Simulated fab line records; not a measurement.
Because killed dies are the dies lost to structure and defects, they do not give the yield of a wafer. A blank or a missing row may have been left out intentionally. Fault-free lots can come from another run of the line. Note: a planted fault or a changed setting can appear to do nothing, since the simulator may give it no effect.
The tool behind it: which one? | flow n5_finfet | Sampling: 24 lots, 72 wafers, 5 of 1938 route steps

== WHAT THE GAUGES READ, wafer by wafer ==
N5_MOL_CONTACT_COAG_INSPECT_42: inspects for defects (brightfield).
lot  | measured     | on                | raw_defect_count
L074 | day 5 10:04  | defect_inspect-01 | 194 280 254
L075 | day 5 10:49  | defect_inspect-01 | 209 209 287
L076 | day 5 18:49  | defect_inspect-02 | 239 158 218
L077 | day 5 21:56  | defect_inspect-01 | 165 209 236
L078 | day 6 03:46  | defect_inspect-01 | 173 163 291
L079 | day 6 07:46  | defect_inspect-01 | 138 262 189
L080 | day 6 20:01  | defect_inspect-02 | 178 241 199
L081 | day 7 02:45  | defect_inspect-01 | 184 263 133
L082 | day 7 07:44  | defect_inspect-02 | 179 212 139
L083 | day 7 08:22  | defect_inspect-01 | 172 129 138
L084 | day 7 16:49  | defect_inspect-01 | 221 255 307
L085 | day 8 02:16  | defect_inspect-02 | 215 248 283
L086 | day 8 09:50  | defect_inspect-02 | 431 251 269
L087 | day 8 13:28  | defect_inspect-01 | 247 191 182
L088 | day 8 19:55  | defect_inspect-01 | 203 256 204
L089 | day 8 23:32  | defect_inspect-02 | 184 179 210
L090 | day 9 02:56  | defect_inspect-02 | 328 246 211
L091 | day 9 14:22  | defect_inspect-01 | 198 277 218
L092 | day 9 15:37  | defect_inspect-01 | 234 188 209
L093 | day 9 19:23  | defect_inspect-02 | 92 128 105
L094 | day 10 08:14 | defect_inspect-02 | 257 253 272
L095 | day 10 14:07 | defect_inspect-01 | 287 212 191
L096 | day 10 15:48 | defect_inspect-02 | 191 210 224
L097 | day 10 20:59 | defect_inspect-01 | 197 218 310

N5_MOL_CONTACT_COAG_INSPECT_97: inspects for defects (darkfield).
lot  | measured     | on                | raw_defect_count
L074 | day 5 14:46  | defect_inspect-02 | 19 33 34
L075 | day 5 17:46  | defect_inspect-02 | 49 34 84
L076 | day 6 00:29  | defect_inspect-01 | 47 82 62
L077 | day 6 03:30  | defect_inspect-02 | 67 43 50
L078 | day 6 08:26  | defect_inspect-02 | 77 71 49
L079 | day 6 12:26  | defect_inspect-01 | 45 75 61
L080 | day 7 00:40  | defect_inspect-01 | 49 92 46
L081 | day 7 07:43  | defect_inspect-01 | 85 76 47
L082 | day 7 12:44  | defect_inspect-02 | 47 53 27
L083 | day 7 15:43  | defect_inspect-02 | 72 30 39
L084 | day 7 21:36  | defect_inspect-01 | 29 34 25
L085 | day 8 08:20  | defect_inspect-02 | 47 43 43
L086 | day 8 14:57  | defect_inspect-01 | 33 26 27
L087 | day 8 18:18  | defect_inspect-02 | 56 64 69
L088 | day 9 00:46  | defect_inspect-01 | 54 40 163
L089 | day 9 04:19  | defect_inspect-01 | 70 68 136
L090 | day 9 07:40  | defect_inspect-01 | 32 23 31
L091 | day 9 19:48  | defect_inspect-02 | 38 45 46
L092 | day 9 22:48  | defect_inspect-01 | 94 61 39
L093 | day 10 01:50 | defect_inspect-02 | 43 52 35
L094 | day 10 12:53 | defect_inspect-01 | 29 28 27
L095 | day 10 18:55 | defect_inspect-01 | 43 28 34
L096 | day 10 21:56 | defect_inspect-02 | 34 36 61
L097 | day 11 01:40 | defect_inspect-01 | 78 68 63

== WHICH TOOL RAN EACH LOT (tool, then ch and the chambers of the sampled wafers, then the start) ==
lot  | N5_MOL_CONTACT_COAG_ALD_27        | N5_MOL_CONTACT_COAG_ETCH_91        | N5_MOL_CONTACT_COAG_DESCUM_45
L074 | ald_sin-02 ch 0,2,3, day 5 05:59  | rie_diel-04 ch 1,2,3, day 5 09:13  | rie_diel-02 ch 2,3, day 5 10:07
L075 | ald_sin-03 ch 2,3, day 5 06:42    | rie_diel-05 ch 2,3, day 5 09:58    | rie_diel-02 ch 1,3, day 5 10:52
L076 | ald_sin-03 ch 0,1,3, day 5 14:03  | rie_diel-04 ch 0,3, day 5 17:57    | rie_diel-05 ch 1,3, day 5 19:40
L077 | ald_sin-03 ch 0,1,3, day 5 17:01  | rie_diel-05 ch 1,2, day 5 20:56    | rie_diel-02 ch 1,3, day 5 22:34
L078 | ald_sin-01 ch 0,3, day 5 23:34    | rie_diel-02 ch 0,1,2, day 6 02:53  | rie_diel-02 ch 0,1, day 6 03:47
L079 | ald_sin-01 ch 0,2, day 6 03:00    | rie_diel-04 ch 0,2,3, day 6 06:47  | rie_diel-05 ch 0,1,2, day 6 07:49
L080 | ald_sin-03 ch 1,2, day 6 15:30    | rie_diel-02 ch 1,3, day 6 19:02    | rie_diel-04 ch 1,3, day 6 20:03
L081 | ald_sin-01 ch 0,1, day 6 22:19    | rie_diel-02 ch 0,3, day 7 01:46    | rie_diel-02 ch 0,1,3, day 7 02:47
L082 | ald_sin-02 ch 1,2, day 7 03:14    | rie_diel-04 ch 2,3, day 7 06:52    | rie_diel-04 ch 2,3, day 7 08:02
L083 | ald_sin-01 ch 1,2,3, day 7 04:07  | rie_diel-05 ch 1,2,3, day 7 07:30  | rie_diel-04 ch 0,2,3, day 7 08:38
L084 | ald_sin-02 ch 0,2,3, day 7 12:25  | rie_diel-02 ch 0,1,2, day 7 15:50  | rie_diel-04 ch 2,3, day 7 16:51
L085 | ald_sin-01 ch 0,1,3, day 7 21:58  | rie_diel-05 ch 0,1,3, day 8 01:23  | rie_diel-04 ch 0,2,3, day 8 02:19
L086 | ald_sin-03 ch 0,3, day 8 05:07    | rie_diel-04 ch 0,1,3, day 8 08:47  | rie_diel-05 ch 0,3, day 8 09:59
L087 | ald_sin-03 ch 0,2,3, day 8 09:21  | rie_diel-05 ch 0,1,2, day 8 12:35  | rie_diel-04 ch 0,1,2, day 8 13:29
L088 | ald_sin-03 ch 1,2,3, day 8 15:17  | rie_diel-02 ch 0,2,3, day 8 19:00  | rie_diel-04 ch 0,2,3, day 8 20:06
L089 | ald_sin-01 ch 0,1, day 8 17:34    | rie_diel-02 ch 0,1, day 8 22:30    | rie_diel-05 ch 0,2,3, day 8 23:38
L090 | ald_sin-01 ch 0,1, day 8 22:32    | rie_diel-02 ch 1,2,3, day 9 02:00  | rie_diel-04 ch 0,1, day 9 03:01
L091 | ald_sin-03 ch 0,1,3, day 9 09:35  | rie_diel-05 ch 0,1,3, day 9 13:28  | rie_diel-05 ch 0,2,3, day 9 15:02
L092 | ald_sin-02 ch 0,1,3, day 9 10:37  | rie_diel-05 ch 0,1,3, day 9 14:45  | rie_diel-04 ch 0,3, day 9 15:43
L093 | ald_sin-02 ch 1,2, day 9 15:17    | rie_diel-05 ch 0,1,2, day 9 18:31  | rie_diel-04 ch 1,3, day 9 19:25
L094 | ald_sin-03 ch 0,1, day 10 03:18   | rie_diel-05 ch 1,3, day 10 07:22   | rie_diel-04 ch 0,3, day 10 08:16
L095 | ald_sin-01 ch 1,2,3, day 10 09:40 | rie_diel-05 ch 1,2,3, day 10 13:16 | rie_diel-04 ch 0,1,2, day 10 14:11
L096 | ald_sin-02 ch 0,1,2, day 10 11:32 | rie_diel-04 ch 0,1,3, day 10 14:48 | rie_diel-02 ch 0,1,3, day 10 15:50
L097 | ald_sin-01 ch 1,3, day 10 16:23   | rie_diel-04 ch 1,2,3, day 10 19:57 | rie_diel-04 ch 2,3, day 10 21:01
- N5_MOL_CONTACT_COAG_ALD_27: deposits SiOC, target thk 17 nm, pulse time 1.5 s, time 2720 s.
- N5_MOL_CONTACT_COAG_ETCH_91: etches SOC in N2/H2, target depth 60 nm, overetch 21 nm, time 101.2 s.
- N5_MOL_CONTACT_COAG_DESCUM_45: chemistry O2, time 7 s.

== WHAT THE TOOLS THEMSELVES READ (means of the sampled wafers that have a number; where no wafer has one, the mark that the record gives instead) ==
N5_MOL_CONTACT_COAG_ALD_27.
lot  | tool       | chamber_pressure_Torr (Torr) | heater_power_w (W) | precursor_pulse_height_rel
L074 | ald_sin-02 | 2.001                        | 887                | 0.990
L075 | ald_sin-03 | 1.994                        | 852                | 0.986
L076 | ald_sin-03 | 1.999                        | 833                | 0.996
L077 | ald_sin-03 | 1.994                        | 838                | 1.017
L078 | ald_sin-01 | 2.001                        | 923                | 1.011
L079 | ald_sin-01 | 2.000                        | 824                | 0.999
L080 | ald_sin-03 | 1.994                        | 833                | 1.010
L081 | ald_sin-01 | 2.004                        | 895                | 0.997
L082 | ald_sin-02 | 2.001                        | 920                | 0.983
L083 | ald_sin-01 | 2.004                        | 899                | 1.023
L084 | ald_sin-02 | 1.996                        | 893                | 1.008
L085 | ald_sin-01 | 2.003                        | 921                | 1.001
L086 | ald_sin-03 | 2.003                        | 788                | 0.989
L087 | ald_sin-03 | 1.999                        | 813                | 0.984
L088 | ald_sin-03 | 1.997                        | 857                | 1.014
L089 | ald_sin-01 | 2.000                        | 857                | 1.009
L090 | ald_sin-01 | 1.998                        | 898                | 1.007
L091 | ald_sin-03 | 2.007                        | 830                | 1.013
L092 | ald_sin-02 | 1.994                        | 886                | 1.004
L093 | ald_sin-02 | 1.999                        | 912                | 1.007
L094 | ald_sin-03 | 1.996                        | 797                | 1.004
L095 | ald_sin-01 | 2.001                        | 913                | 0.992
L096 | ald_sin-02 | 2.002                        | 889                | 1.012
L097 | ald_sin-01 | 1.999                        | 988                | 1.007

N5_MOL_CONTACT_COAG_ETCH_91.
lot  | tool        | drypump_motor_current_A (A) | oes_product_au (a.u.) | rf_fwd_power_W (W) | rf_vpp_V (V) | showerhead_plenum_p_Torr (Torr) | throttle_valve_pct (%)
L074 | rie_diel-04 | 5.7                         | 0.62                  | 836.9              | 524.7        | 2.58                            | 18.07
L075 | rie_diel-05 | 5.7                         | 0.64                  | 833.4              | 525.9        | 2.61                            | 17.80
L076 | rie_diel-04 | 5.6                         | 0.66                  | 834.6              | 523.8        | 2.52                            | 17.59
L077 | rie_diel-05 | 6.2                         | 0.59                  | 835.1              | 522.3        | 2.48                            | 17.94
L078 | rie_diel-02 | 6.0                         | 0.64                  | 836.4              | 524.9        | 2.58                            | 17.84
L079 | rie_diel-04 | 5.8                         | 0.64                  | 835.2              | 522.9        | 2.51                            | 17.79
L080 | rie_diel-02 | 5.2                         | 0.60                  | 837.7              | 523.9        | 2.57                            | 17.97
L081 | rie_diel-02 | 5.5                         | 0.60                  | 839.3              | 520.8        | 2.44                            | 17.81
L082 | rie_diel-04 | 5.8                         | 0.60                  | 837.6              | 524.8        | 2.57                            | 18.12
L083 | rie_diel-05 | 6.0                         | 0.61                  | 832.8              | 522.6        | 2.52                            | 17.88
L084 | rie_diel-02 | 6.0                         | 0.64                  | 833.4              | 524.6        | 2.58                            | 17.86
L085 | rie_diel-05 | 6.1                         | 0.60                  | 836.3              | 521.9        | 2.49                            | 18.03
L086 | rie_diel-04 | 5.6                         | 0.62                  | 836.9              | 525.2        | 2.57                            | 17.93
L087 | rie_diel-05 | 5.9                         | 0.60                  | 835.3              | 523.5        | 2.52                            | 18.04
L088 | rie_diel-02 | 5.7                         | 0.62                  | 835.2              | 523.4        | 2.54                            | 17.84
L089 | rie_diel-02 | 5.8                         | 0.60                  | 838.8              | 521.8        | 2.47                            | 17.88
L090 | rie_diel-02 | 5.7                         | 0.63                  | 836.5              | 525.2        | 2.62                            | 17.94
L091 | rie_diel-05 | 6.1                         | 0.60                  | 833.3              | 522.9        | 2.48                            | 18.06
L092 | rie_diel-05 | 6.1                         | 0.59                  | 836.9              | 521.9        | 2.48                            | 18.06
L093 | rie_diel-05 | 5.9                         | 0.59                  | 834.9              | 522.1        | 2.52                            | 18.07
L094 | rie_diel-05 | 6.2                         | 0.60                  | 838.1              | 522.7        | 2.47                            | 17.92
L095 | rie_diel-05 | 6.0                         | 0.60                  | 834.6              | 522.9        | 2.51                            | 17.93
L096 | rie_diel-04 | 5.5                         | 0.61                  | 833.1              | 525.0        | 2.56                            | 17.96
L097 | rie_diel-04 | 5.7                         | 0.59                  | 836.8              | 524.7        | 2.56                            | 18.14

N5_MOL_CONTACT_COAG_DESCUM_45.
lot  | tool        | drypump_motor_current_A (A) | oes_product_au (a.u.) | rf_fwd_power_W (W) | rf_vpp_V (V) | showerhead_plenum_p_Torr (Torr) | throttle_valve_pct (%)
L074 | rie_diel-02 | 5.4                         | 0.77                  | 49.62              | 244.0        | 2.12                            | 20.33
L075 | rie_diel-02 | 5.5                         | 0.74                  | 49.35              | 243.5        | 2.13                            | 20.51
L076 | rie_diel-05 | 6.2                         | 0.74                  | 49.62              | 242.6        | 2.04                            | 20.45
L077 | rie_diel-02 | 5.5                         | 0.73                  | 49.46              | 243.6        | 2.13                            | 20.50
L078 | rie_diel-02 | 5.8                         | 0.72                  | 49.53              | 242.5        | 2.05                            | 20.47
L079 | rie_diel-05 | 5.9                         | 0.70                  | 49.56              | 243.5        | 2.08                            | 20.61
L080 | rie_diel-04 | 5.6                         | 0.71                  | 49.61              | 244.3        | 2.18                            | 20.83
L081 | rie_diel-02 | 5.5                         | 0.72                  | 49.49              | 243.0        | 2.07                            | 20.44
L082 | rie_diel-04 | 5.8                         | 0.72                  | 49.66              | 243.3        | 2.11                            | 20.62
L083 | rie_diel-04 | 5.8                         | 0.75                  | 49.55              | 242.1        | 2.06                            | 20.38
L084 | rie_diel-04 | 5.9                         | 0.74                  | 49.40              | 242.8        | 2.05                            | 20.45
L085 | rie_diel-04 | 5.8                         | 0.75                  | 49.46              | 242.1        | 2.06                            | 20.40
L086 | rie_diel-05 | 5.8                         | 0.71                  | 49.55              | 242.8        | 2.08                            | 20.76
L087 | rie_diel-04 | 5.7                         | 0.75                  | 49.48              | 242.4        | 2.07                            | 20.44
L088 | rie_diel-04 | 5.8                         | 0.75                  | 49.51              | 242.7        | 2.06                            | 20.40
L089 | rie_diel-05 | 5.7                         | 0.72                  | 49.61              | 243.6        | 2.11                            | 20.62
L090 | rie_diel-04 | 5.5                         | 0.76                  | 49.54              | 242.5        | 2.08                            | 20.38
L091 | rie_diel-05 | 5.7                         | 0.72                  | 49.60              | 243.1        | 2.11                            | 20.62
L092 | rie_diel-04 | 5.6                         | 0.76                  | 49.49              | 242.7        | 2.07                            | 20.35
L093 | rie_diel-04 | 5.6                         | 0.69                  | 49.56              | 243.6        | 2.17                            | 20.86
L094 | rie_diel-04 | 5.7                         | 0.71                  | 49.39              | 244.4        | 2.11                            | 20.59
L095 | rie_diel-04 | 5.7                         | 0.73                  | 49.63              | 241.9        | 2.06                            | 20.46
L096 | rie_diel-02 | 5.5                         | 0.79                  | 49.42              | 244.0        | 2.15                            | 20.37
L097 | rie_diel-04 | 6.0                         | 0.71                  | 49.38              | 241.5        | 2.04                            | 20.49

== THE ANSWER, worked out from the rows above alone ==
Rule: the usual values come from the lots themselves. Put in order of their means at a reading, lots are off if they are a third of the lots or fewer, leave a main group of 4 or more, and stand apart from it by a gap of 3 or more times the standard deviation of the main group's means; of several such gaps the widest counts. The tables above print the reading to a certain number of digits; a main group whose means all agree to those digits is not used. Also off: a lot with no number at a reading for which 4 or more lots have one. The other lots that the step has rows for count as sound. After the gauges, taken in route order, come the tools' own readings; for these a lot's mean is taken, as printed above. At the first step where some lot is off, the reading lying furthest off is the one used; lots without a number count as furthest.
No lot is off at any reading shown: from this, nothing can be told.

== WHAT WAS PUT IN BY THE SIMULATOR ==
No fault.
